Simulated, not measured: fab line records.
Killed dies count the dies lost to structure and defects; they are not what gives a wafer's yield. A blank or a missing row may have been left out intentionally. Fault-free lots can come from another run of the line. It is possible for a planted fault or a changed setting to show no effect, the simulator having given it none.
Matching of chambers || flow n5-finfet || N5_FIN_SAQP_HM_OPEN_73 on rie-diel-04 has 4 sister chambers
The step chemistry CHF3/O2, target SiO2, stops on a-Si, target depth 12 nm, time 16.8 s. 16 wafers are shown with their chamber, then 8 later ones without.

== EACH WAFER AND ITS CHAMBER ==
{"wafer": "L075.2", "chamber": 1, "drypump-motor-current-A (A)": 5.6, "throttle-valve-pct (%)": 18.59, "showerhead-plenum-p-Torr (Torr)": 2.44}
{"wafer": "L075.3", "chamber": 2, "drypump-motor-current-A (A)": 5.0, "throttle-valve-pct (%)": 19.17, "showerhead-plenum-p-Torr (Torr)": 2.47}
{"wafer": "L075.4", "chamber": 0, "drypump-motor-current-A (A)": 6.7, "throttle-valve-pct (%)": 18.37, "showerhead-plenum-p-Torr (Torr)": 2.55}
{"wafer": "L081.3", "chamber": 0, "drypump-motor-current-A (A)": 6.7, "throttle-valve-pct (%)": 18.40, "showerhead-plenum-p-Torr (Torr)": 2.55}
{"wafer": "L081.5", "chamber": 3, "drypump-motor-current-A (A)": 4.9, "throttle-valve-pct (%)": 18.84, "showerhead-plenum-p-Torr (Torr)": 2.36}
{"wafer": "L081.6", "chamber": 2, "drypump-motor-current-A (A)": 5.0, "throttle-valve-pct (%)": 19.18, "showerhead-plenum-p-Torr (Torr)": 2.47}
{"wafer": "L084.4", "chamber": 2, "drypump-motor-current-A (A)": 5.0, "throttle-valve-pct (%)": 19.19, "showerhead-plenum-p-Torr (Torr)": 2.47}
{"wafer": "L084.5", "chamber": 0, "drypump-motor-current-A (A)": 6.7, "throttle-valve-pct (%)": 18.41, "showerhead-plenum-p-Torr (Torr)": 2.55}
{"wafer": "L084.6", "chamber": 1, "drypump-motor-current-A (A)": 5.6, "throttle-valve-pct (%)": 18.60, "showerhead-plenum-p-Torr (Torr)": 2.43}
{"wafer": "L087.1", "chamber": 2, "drypump-motor-current-A (A)": 5.0, "throttle-valve-pct (%)": 19.20, "showerhead-plenum-p-Torr (Torr)": 2.46}
{"wafer": "L087.3", "chamber": 3, "drypump-motor-current-A (A)": 4.9, "throttle-valve-pct (%)": 18.85, "showerhead-plenum-p-Torr (Torr)": 2.35}
{"wafer": "L087.4", "chamber": 1, "drypump-motor-current-A (A)": 5.7, "throttle-valve-pct (%)": 18.61, "showerhead-plenum-p-Torr (Torr)": 2.43}
{"wafer": "L088.2", "chamber": 3, "drypump-motor-current-A (A)": 4.9, "throttle-valve-pct (%)": 18.86, "showerhead-plenum-p-Torr (Torr)": 2.35}
{"wafer": "L088.3", "chamber": 0, "drypump-motor-current-A (A)": 6.6, "throttle-valve-pct (%)": 18.41, "showerhead-plenum-p-Torr (Torr)": 2.54}
{"wafer": "L088.6", "chamber": 2, "drypump-motor-current-A (A)": 5.0, "throttle-valve-pct (%)": 19.20, "showerhead-plenum-p-Torr (Torr)": 2.46}
{"wafer": "L089.1", "chamber": 3, "drypump-motor-current-A (A)": 4.9, "throttle-valve-pct (%)": 18.86, "showerhead-plenum-p-Torr (Torr)": 2.35}

SIGNATURES (averages over the wafers above)
{"reading": "drypump-motor-current-A", "chamber 0": 6.675, "chamber 1": 5.633, "chamber 2": 5.000, "chamber 3": 4.900, "scatter within a chamber": 0.0344}
{"reading": "throttle-valve-pct", "chamber 0": 18.3975, "chamber 1": 18.6000, "chamber 2": 19.1880, "chamber 3": 18.8525, "scatter within a chamber": 0.0136}
{"reading": "showerhead-plenum-p-Torr", "chamber 0": 2.5475, "chamber 1": 2.4333, "chamber 2": 2.4660, "chamber 3": 2.3525, "scatter within a chamber": 0.0053}
Rule: a wafer's distance from a chamber is the root of the sum, over the readings, of the square of ((its reading less the chamber's mean) divided by the reading's scatter). If the next closest chamber is less than 2 further off than the closest, the wafer can't be placed; otherwise it belongs to the closest. How the scatter is found: for the shown wafers, subtract from each reading the mean of its chamber, square and add these, divide the total by (wafers less chambers), then take the root.

== WAFERS WITHOUT THEIR CHAMBER ==
{"wafer": "L089.2", "drypump-motor-current-A (A)": 6.7, "throttle-valve-pct (%)": 18.43, "showerhead-plenum-p-Torr (Torr)": 2.54}
{"wafer": "L089.4", "drypump-motor-current-A (A)": 6.7, "throttle-valve-pct (%)": 18.42, "showerhead-plenum-p-Torr (Torr)": 2.54}
{"wafer": "L092.3", "drypump-motor-current-A (A)": 5.7, "throttle-valve-pct (%)": 18.61, "showerhead-plenum-p-Torr (Torr)": 2.43}
{"wafer": "L092.4", "drypump-motor-current-A (A)": 4.9, "throttle-valve-pct (%)": 18.87, "showerhead-plenum-p-Torr (Torr)": 2.35}
{"wafer": "L092.5", "drypump-motor-current-A (A)": 4.9, "throttle-valve-pct (%)": 18.88, "showerhead-plenum-p-Torr (Torr)": 2.35}
{"wafer": "L095.3", "drypump-motor-current-A (A)": 4.9, "throttle-valve-pct (%)": 18.87, "showerhead-plenum-p-Torr (Torr)": 2.35}
{"wafer": "L095.4", "drypump-motor-current-A (A)": 5.7, "throttle-valve-pct (%)": 18.64, "showerhead-plenum-p-Torr (Torr)": 2.42}
{"wafer": "L095.5", "drypump-motor-current-A (A)": 5.7, "throttle-valve-pct (%)": 18.63, "showerhead-plenum-p-Torr (Torr)": 2.42}

== EACH ONE'S CHAMBER ==
{"wafer": "L089.2", "from the rows above": 0, "in truth": 0}
{"wafer": "L089.4", "from the rows above": 0, "in truth": 0}
{"wafer": "L092.3", "from the rows above": 1, "in truth": 1}
{"wafer": "L092.4", "from the rows above": 3, "in truth": 3}
{"wafer": "L092.5", "from the rows above": 3, "in truth": 3}
{"wafer": "L095.3", "from the rows above": 3, "in truth": 3}
{"wafer": "L095.4", "from the rows above": 1, "in truth": 1}
{"wafer": "L095.5", "from the rows above": 1, "in truth": 1}
8 of 8 placed correctly. Number that these rows cannot place: 0. 0 placed wrongly.
